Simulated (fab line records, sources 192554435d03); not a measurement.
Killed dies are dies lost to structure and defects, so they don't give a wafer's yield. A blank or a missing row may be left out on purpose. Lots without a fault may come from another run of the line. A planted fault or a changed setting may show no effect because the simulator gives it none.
Which tool did it? | flow n5_finfet | 24 lots, 72 wafers sampled, at 4 steps of a route of 1938

WHAT THE GAUGES READ, wafer by wafer
N5_BEOL_M2_INSPECT_30: inspects for defects (brightfield).
lot  | measured     | on                | raw_defect_count
L074 | day 6 12:28  | defect_inspect-02 | 243 298 245
L075 | day 6 17:54  | defect_inspect-02 | 496 397 281
L076 | day 6 19:28  | defect_inspect-01 | 576 483 394
L077 | day 7 03:16  | defect_inspect-01 | 486 399 309
L078 | day 7 15:01  | defect_inspect-02 | 407 369 468
L079 | day 7 15:45  | defect_inspect-02 | 433 485 468
L080 | day 8 03:18  | defect_inspect-01 | 393 575 312
L081 | day 8 08:26  | defect_inspect-02 | 346 379 395
L082 | day 8 15:31  | defect_inspect-02 | 354 299 343
L083 | day 8 21:55  | defect_inspect-02 | 414 436 325
L085 | day 9 05:31  | defect_inspect-02 | 467 473 348
L084 | day 9 07:53  | defect_inspect-02 | 413 312 373
L086 | day 9 21:22  | defect_inspect-02 | 313 268 303
L087 | day 9 22:26  | defect_inspect-01 | 390 295 317
L088 | day 10 04:23 | defect_inspect-01 | 369 407 437
L089 | day 10 06:40 | defect_inspect-01 | 428 360 467
L090 | day 10 11:39 | defect_inspect-01 | 404 433 438
L091 | day 11 08:11 | defect_inspect-01 | 516 384 519
L092 | day 11 09:09 | defect_inspect-02 | 346 422 389
L094 | day 11 14:47 | defect_inspect-02 | 513 510 453
L093 | day 11 20:11 | defect_inspect-02 | 384 354 269
L095 | day 11 22:42 | defect_inspect-02 | 448 314 334
L096 | day 13 02:19 | defect_inspect-02 | 422 402 562
L097 | day 13 06:48 | defect_inspect-02 | 389 360 412

N5_BEOL_M2_OCD_MEAS_38.
lot  | measured     | on     | trench_depth_nm (nm)
L074 | day 6 17:35  | ocd-02 | 54.4 56.6 54.8
L075 | day 6 21:34  | ocd-02 | 54.8 56.9 54.7
L076 | day 7 00:36  | ocd-02 | 55.4 53.8 57.6
L077 | day 7 06:35  | ocd-01 | 55.2 54.6 54.9
L078 | day 7 16:20  | ocd-01 | 55.9 57.4 54.1
L079 | day 7 16:32  | ocd-01 | 56.1 58.2 55.4
L080 | day 8 06:44  | ocd-02 | 57.4 54.3 54.4
L081 | day 8 16:59  | ocd-01 | 54.0 56.9 57.2
L082 | day 8 17:13  | ocd-01 | 54.6 53.6 54.5
L083 | day 8 23:37  | ocd-01 | 54.7 54.1 57.3
L085 | day 9 06:23  | ocd-02 | 56.8 55.9 54.7
L084 | day 9 10:05  | ocd-01 | 57.8 56.9 57.9
L086 | day 10 01:06 | ocd-02 | 56.5 54.7 55.0
L087 | day 10 02:11 | ocd-02 | 57.4 54.8 55.0
L088 | day 10 14:17 | ocd-01 | 54.2 55.4 55.1
L089 | day 11 06:50 | ocd-01 | 58.6 56.3 58.7
L090 | day 11 06:56 | ocd-02 | 55.0 54.7 54.5
L091 | day 11 09:45 | ocd-02 | 55.3 56.8 55.4
L092 | day 11 10:07 | ocd-01 | 55.5 57.3 55.1
L094 | day 11 15:30 | ocd-01 | 55.6 57.3 55.8
L093 | day 11 20:56 | ocd-01 | 56.2 55.0 54.8
L095 | day 12 03:48 | ocd-02 | 55.9 56.8 55.9
L096 | day 13 03:48 | ocd-01 | 54.6 54.6 55.0
L097 | day 13 11:11 | ocd-02 | 55.6 54.3 55.4

N5_BEOL_M2_CD_MEAS_35: target cd 18 nm, target cd y 22.2 nm.
lot  | measured     | on        | cd_nm (nm)
L074 | day 6 17:44  | cd_sem-03 | 17.8 18.1 17.8
L075 | day 6 21:43  | cd_sem-01 | 17.5 18.6 18.7
L076 | day 7 00:45  | cd_sem-03 | 18.2 17.9 18.4
L077 | day 7 06:44  | cd_sem-03 | 17.6 17.4 18.0
L078 | day 7 16:30  | cd_sem-01 | 17.8 17.7 18.2
L079 | day 7 16:41  | cd_sem-03 | 18.1 17.7 17.9
L080 | day 8 06:53  | cd_sem-02 | 18.4 18.2 17.5
L081 | day 8 17:08  | cd_sem-03 | 18.4 17.6 18.8
L082 | day 8 17:22  | cd_sem-01 | 18.6 18.0 18.1
L083 | day 8 23:47  | cd_sem-01 | 17.7 18.6 17.8
L085 | day 9 06:32  | cd_sem-01 | 17.7 18.4 17.7
L084 | day 9 10:14  | cd_sem-03 | 17.8 17.5 17.8
L086 | day 10 01:15 | cd_sem-03 | 17.7 17.6 18.6
L087 | day 10 02:20 | cd_sem-02 | 17.3 18.2 17.4
L088 | day 10 14:32 | cd_sem-01 | 17.7 18.7 17.2
L089 | day 11 06:59 | cd_sem-02 | 18.5 18.3 18.3
L090 | day 11 07:05 | cd_sem-03 | 18.7 17.9 17.6
L091 | day 11 09:55 | cd_sem-02 | 17.8 17.4 17.7
L092 | day 11 10:16 | cd_sem-03 | 18.2 17.9 17.8
L094 | day 11 15:39 | cd_sem-03 | 18.0 17.7 17.1
L093 | day 11 21:05 | cd_sem-01 | 17.2 18.2 18.1
L095 | day 12 03:57 | cd_sem-03 | 18.3 17.1 18.1
L096 | day 13 03:57 | cd_sem-01 | 18.5 17.9 17.4
L097 | day 13 11:20 | cd_sem-03 | 18.0 18.3 17.8

WHICH TOOL RAN EACH LOT (tool, then ch and the chambers of the sampled wafers, then the start)
lot  | N5_BEOL_M2_ETCH_74
L074 | rie_diel-02 ch 0,1,3, day 6 11:22
L075 | rie_diel-01 ch 1,2,3, day 6 16:51
L076 | rie_diel-02 ch 0,1,3, day 6 18:32
L077 | rie_diel-02 ch 0,2, day 7 02:20
L078 | rie_diel-04 ch 0,1,3, day 7 14:02
L079 | rie_diel-02 ch 0,2,3, day 7 14:57
L080 | rie_diel-04 ch 1,2,3, day 8 02:29
L081 | rie_diel-04 ch 2,3, day 8 07:30
L082 | rie_diel-01 ch 1,2,3, day 8 14:41
L083 | rie_diel-01 ch 0,1,2, day 8 20:47
L085 | rie_diel-01 ch 0,1,3, day 9 04:43
L084 | rie_diel-01 ch 0,1,3, day 9 06:59
L086 | rie_diel-02 ch 0,1,2, day 9 20:20
L087 | rie_diel-04 ch 0,1,3, day 9 21:31
L088 | rie_diel-01 ch 0,1,3, day 10 03:34
L089 | rie_diel-02 ch 1,3, day 10 05:52
L090 | rie_diel-01 ch 2,3, day 10 10:43
L091 | rie_diel-04 ch 0,1,2, day 11 07:14
L092 | rie_diel-01 ch 0,2, day 11 08:20
L094 | rie_diel-04 ch 0,2,3, day 11 13:57
L093 | rie_diel-04 ch 0,1,2, day 11 19:16
L095 | rie_diel-04 ch 1,2,3, day 11 20:34
L096 | rie_diel-01 ch 1,2, day 13 01:31
L097 | rie_diel-02 ch 1,2,3, day 13 05:48
- N5_BEOL_M2_ETCH_74: etches underlayer in N2/H2, target depth 6.5 nm, time 5.2 s.

WHAT THE TOOLS THEMSELVES READ (means of the sampled wafers that have a number; where no wafer has one, the mark that the record gives instead)
N5_BEOL_M2_ETCH_74.
lot  | tool        | drypump_motor_current_A (A) | etch_rf_on_time_s (s) | oes_product_au (a.u.) | rf_vpp_V (V) | showerhead_plenum_p_Torr (Torr) | throttle_valve_pct (%)
L074 | rie_diel-02 | 5.9                         | 5.13                  | 0.72                  | 521.8        | 2.48                            | 17.72
L075 | rie_diel-01 | 5.3                         | 5.16                  | 0.69                  | 524.8        | 2.59                            | 17.60
L076 | rie_diel-02 | 5.9                         | 5.19                  | 0.72                  | 523.8        | 2.48                            | 17.72
L077 | rie_diel-02 | 6.2                         | 5.04                  | 0.82                  | 521.5        | 2.49                            | 17.66
L078 | rie_diel-04 | 5.6                         | 5.16                  | 0.66                  | 525.0        | 2.61                            | 17.91
L079 | rie_diel-02 | 6.2                         | 5.20                  | 0.72                  | 522.3        | 2.49                            | 17.70
L080 | rie_diel-04 | 5.2                         | 5.09                  | 0.70                  | 526.4        | 2.65                            | 17.83
L081 | rie_diel-04 | 5.4                         | 5.03                  | 0.65                  | 525.6        | 2.61                            | 17.97
L082 | rie_diel-01 | 5.3                         | 5.15                  | 0.74                  | 525.6        | 2.58                            | 17.51
L083 | rie_diel-01 | 5.6                         | 5.17                  | 0.71                  | 525.9        | 2.61                            | 17.55
L085 | rie_diel-01 | 5.3                         | 5.24                  | 0.68                  | 525.5        | 2.60                            | 17.53
L084 | rie_diel-01 | 5.3                         | 5.20                  | 0.69                  | 524.8        | 2.60                            | 17.53
L086 | rie_diel-02 | 5.9                         | 5.14                  | 0.72                  | 520.0        | 2.47                            | 17.60
L087 | rie_diel-04 | 5.5                         | 5.09                  | 0.80                  | 525.8        | 2.60                            | 17.66
L088 | rie_diel-01 | 5.3                         | 5.25                  | 0.67                  | 523.7        | 2.59                            | 17.55
L089 | rie_diel-02 | 5.6                         | 5.23                  | 0.65                  | 522.1        | 2.47                            | 17.66
L090 | rie_diel-01 | 5.3                         | 5.09                  | 0.72                  | 523.6        | 2.57                            | 17.67
L091 | rie_diel-04 | 5.4                         | 5.20                  | 0.73                  | 525.0        | 2.59                            | 17.72
L092 | rie_diel-01 | 5.6                         | 5.27                  | 0.65                  | 526.0        | 2.61                            | 17.73
L094 | rie_diel-04 | 5.5                         | 5.09                  | 0.76                  | 525.5        | 2.55                            | 17.72
L093 | rie_diel-04 | 5.3                         | 5.23                  | 0.73                  | 526.5        | 2.59                            | 17.73
L095 | rie_diel-04 | 5.3                         | 5.11                  | 0.74                  | 524.4        | 2.63                            | 17.74
L096 | rie_diel-01 | 5.6                         | 5.17                  | 0.71                  | 526.2        | 2.57                            | 17.62
L097 | rie_diel-02 | 5.9                         | 5.36                  | 0.64                  | 523.2        | 2.47                            | 17.66

THE ANSWER, worked out from the rows above alone
Rule: what is usual is taken from the lots themselves. Put in order of their means at a reading, lots are off if they are a third of the lots or fewer, leave a main group of 4 or more, and stand apart from it by a gap of 3 or more times the standard deviation of the main group's means; of several such gaps the widest counts. A main group whose means are all the same, to the digits that the tables above print for the reading, isn't used. A lot without any number at a reading at which 4 lots or more have one is off too. The other lots that the step has rows for count as sound. The gauges are gone through in route order, then the tools' own readings, and for those a lot's mean is taken as printed above. The first step at which some lot is off is used, and at that step the reading that is off furthest; a lot without a number counts as furthest.
No lot is off at any reading shown: from this, nothing can be told.

WHAT THE SIMULATOR HAD PUT IN
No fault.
